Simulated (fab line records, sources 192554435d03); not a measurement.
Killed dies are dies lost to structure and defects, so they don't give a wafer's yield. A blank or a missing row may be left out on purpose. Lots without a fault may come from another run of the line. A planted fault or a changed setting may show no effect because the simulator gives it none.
Problem report in the 8D (eight disciplines) form, filled by code | flow n5_finfet | the parts of the form that need people (team, actions taken, sign-off) are left out

1. THE PROBLEM
killed_at_M4_up at N5_PASSIVATION_PROBE_49 reads a mean of 142 on 9 wafers of 3 lots; wafers without a fault read 14 with a standard deviation of 5.5. That is +23 standard deviations from the usual mean.
First seen on wafer L698.2, day 16 18:31, on prober-02. The record holds 12 wafers of 4 lots with a number at this step. Rule for "out", or "out of limits": more than 4 standard deviations from the usual mean. The other wafers with a number count as sound.

2. WHAT IT IS AND WHAT IT IS NOT
question                    | is                                                                              | is not
which readings at this step | killed_at_M4_up, defect_limited_yield, killed_dies, sort_n_pass, sort_yield_pct | killed_at_M0_to_M3, killed_at_contacts, killed_at_front_end, killed_open, sort_bin_4_leakage
which lots                  | L698, L699, L705                                                                | L690
which wafers of those lots  | all that have a number                                                          | -
read on which tools         | prober-01, prober-02                                                            | -
when                        | from day 16 18:31                                                               | up to then (3 sound wafers)

3. SUSPECTS, AND WHAT RULES EACH OUT
Counting: a tool at a process step up to the reading stays a suspect if it ran every lot that is out and no sound lot after the first of them.
- rie_diel-02 at N5_BEOL_M5_ETCH_67 (etches SiARC in CF4, target depth 15.6 nm, time 26 s): kept. It ran every lot that is out, first L698 (day 12 18:02), and no sound lot after that; its last sound lot up to then is L690 (day 9 10:28).
Left after counting: rie_diel-02 at N5_BEOL_M5_ETCH_67.

4. THE CAUSE (what the simulator had put in)
Chamber particle source: rie_diel-02, from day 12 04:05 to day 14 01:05, at N5_BEOL_M5_ETCH_67. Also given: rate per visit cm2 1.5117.
Counting left only this tool.

5. THE CHAIN OF EFFECTS, in route order
Each row: a reading whose mean over the struck wafers that have a number lies more than 3 standard deviations from the usual. Only readings for which the record gives a usual standard deviation are gone through. hours: the time from each lot's start at the first step in this table that gives one to its start at this step, as a median over the lots. sigmas: the change in usual standard deviations.
hours | step                    | reading              | usual  | on struck wafers | change | sigmas
0     | N5_PASSIVATION_PROBE_49 | defect_limited_yield | 91.3 % | 81.6             | -9.7   | -6.9
0     | N5_PASSIVATION_PROBE_49 | killed_at_M4_up      | 14     | 142              | +128   | +23
0     | N5_PASSIVATION_PROBE_49 | killed_dies          | 103    | 217              | +114   | +6.7
0     | N5_PASSIVATION_PROBE_49 | sort_bin_5_function  | 5.1 %  | 11.0             | +5.9   | +6.1
0     | N5_PASSIVATION_PROBE_49 | sort_n_pass          | 1077   | 963              | -114   | -6.7
0     | N5_PASSIVATION_PROBE_49 | sort_yield_pct       | 91.2 % | 81.6             | -9.6   | -6.8
The process steps in it:
- N5_PASSIVATION_PROBE_49

6. WHAT WOULD HAVE CAUGHT IT SOONER
In this record the first reading out of limits was taken at day 16 18:31, 110 hours after the fault began at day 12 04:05.
Of the tool readings at N5_BEOL_M5_ETCH_67 for which the record gives a usual standard deviation, none was out on any struck wafer, so an alarm limit of 4 standard deviations on them would not have fired.
All the lots that are out (3) had begun N5_BEOL_M5_ETCH_67 on rie_diel-02 by day 16 18:31. A hold on the tool at that time would have spared none of them.
